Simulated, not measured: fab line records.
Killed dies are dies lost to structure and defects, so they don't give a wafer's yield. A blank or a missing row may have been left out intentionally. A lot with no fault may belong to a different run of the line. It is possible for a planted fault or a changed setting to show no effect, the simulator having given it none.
Matching of chambers + flow n5-finfet + 4 sister chambers for N5_BEOL_M0_SAQP_ETCH_107 on rie-diel-02
The step etches SiNx in CH3F/O2, target depth 30 nm. 14 wafers are shown with their chamber, then 6 later ones without.

== WAFERS PAIRED WITH THEIR CHAMBERS ==
| wafer  | chamber | showerhead-plenum-p-Torr (Torr) | drypump-motor-current-A (A) | oes_o_777_au (a.u.) |
|--------|---------|---------------------------------|-----------------------------|---------------------|
| L078.1 | 3       | 2.06                            | 6.6                         | 0.67                |
| L078.5 | 3       | 2.06                            | 6.6                         | 0.67                |
| L078.6 | 2       | 1.99                            | 6.1                         | 0.74                |
| L082.2 | 0       | 2.10                            | 5.1                         | 0.81                |
| L082.3 | 1       | 1.92                            | 6.2                         | 0.76                |
| L082.5 | 1       | 1.92                            | 6.2                         | 0.76                |
| L083.2 | 2       | 1.99                            | 6.1                         | 0.74                |
| L083.3 | 3       | 2.06                            | 6.6                         | 0.67                |
| L083.6 | 2       | 1.99                            | 6.1                         | 0.73                |
| L084.1 | 1       | 1.92                            | 6.1                         | 0.76                |
| L084.5 | 1       | 1.92                            | 6.2                         | 0.76                |
| L084.6 | 2       | 1.99                            | 6.1                         | 0.73                |
| L089.1 | 2       | 1.98                            | 6.2                         | 0.73                |
| L089.2 | 0       | 2.10                            | 5.1                         | 0.80                |

SIGNATURES (means of the wafers above)
| reading                  | chamber 0 | chamber 1 | chamber 2 | chamber 3 | scatter within a chamber |
|--------------------------|-----------|-----------|-----------|-----------|--------------------------|
| showerhead-plenum-p-Torr | 2.1000    | 1.9200    | 1.9880    | 2.0600    | 0.00283                  |
| drypump-motor-current-A  | 5.100     | 6.175     | 6.120     | 6.600     | 0.0394                   |
| oes_o_777_au             | 0.8050    | 0.7600    | 0.7340    | 0.6700    | 0.00412                  |
Rule: for each reading, subtract the chamber's mean from the wafer's reading, divide by that reading's scatter and square the result; add these up over the readings and take the root, which gives the wafer's distance from the chamber. The wafer belongs to the nearest chamber; if the next one is less than 2 further off, it can't be placed. How the scatter is found: for the shown wafers, subtract from each reading the mean of its chamber, square and add these, divide the total by (wafers less chambers), then take the root.

== WAFERS MISSING THEIR CHAMBER ==
| wafer  | showerhead-plenum-p-Torr (Torr) | drypump-motor-current-A (A) | oes_o_777_au (a.u.) |
|--------|---------------------------------|-----------------------------|---------------------|
| L089.3 | 1.92                            | 6.2                         | 0.75                |
| L092.2 | 2.10                            | 5.1                         | 0.80                |
| L092.4 | 1.92                            | 6.2                         | 0.74                |
| L093.3 | 1.92                            | 6.1                         | 0.75                |
| L093.5 | 2.10                            | 5.1                         | 0.79                |
| L093.6 | 1.92                            | 6.1                         | 0.74                |

== WHICH CHAMBER EACH ONE RAN IN ==
| wafer  | from the rows above | in truth |
|--------|---------------------|----------|
| L089.3 | 1                   | 1        |
| L092.2 | 0                   | 0        |
| L092.4 | 1                   | 1        |
| L093.3 | 1                   | 1        |
| L093.5 | 0                   | 0        |
| L093.6 | 1                   | 1        |
Correct placement for 6 of the 6. Not placeable from these rows: 0. Placed wrongly: 0.
